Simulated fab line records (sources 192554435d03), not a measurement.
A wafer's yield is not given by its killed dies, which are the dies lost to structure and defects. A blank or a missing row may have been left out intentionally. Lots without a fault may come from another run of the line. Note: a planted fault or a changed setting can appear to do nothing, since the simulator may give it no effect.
Chamber matching ; flow n5Finfet ; rieDiel-01 running N5_BEOL_M5_STRIP_64: 4 sister chambers
The step strips in CF4. 4 wafers are shown with their chamber, then 7 later ones without.

## WAFERS WITH THEIR CHAMBER
wafer;chamber;drypumpMotorCurrentA (A)
L082.6;0;4.9
L085.3;1;5.8
L088.2;2;5.2
L088.5;3;5.6

## WAFERS WHOSE CHAMBER IS MISSING
wafer;drypumpMotorCurrentA (A)
L088.6;5.2
L096.3;4.9
L096.4;4.9
L096.6;5.2
L097.2;5.0
L097.3;5.6
L097.5;5.0

## CHAMBER TAKEN BY EACH
wafer;from the rows above;in truth
L088.6;2;2
L096.3;0;0
L096.4;0;0
L096.6;2;2
L097.2;can't be placed: 0 or 2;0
L097.3;3;3
L097.5;can't be placed: 0 or 2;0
Correct placement for 5 of the 7. From these rows, 2 cannot be placed; in 2 the true chamber is one of the candidates. Placed wrongly: 0.
How it was worked out, from the rows above alone: a wafer's distance from a chamber is the root of the sum, over the readings, of the square of ((its reading less the chamber's mean) divided by the reading's scatter). The wafer belongs to the nearest chamber; if the next one is less than 2 further off, it can't be placed. A chamber's mean is the mean of its shown wafers. The scatter: with one shown wafer a chamber, the root of the mean of the squares of how far each hidden wafer lies from its nearest shown one.
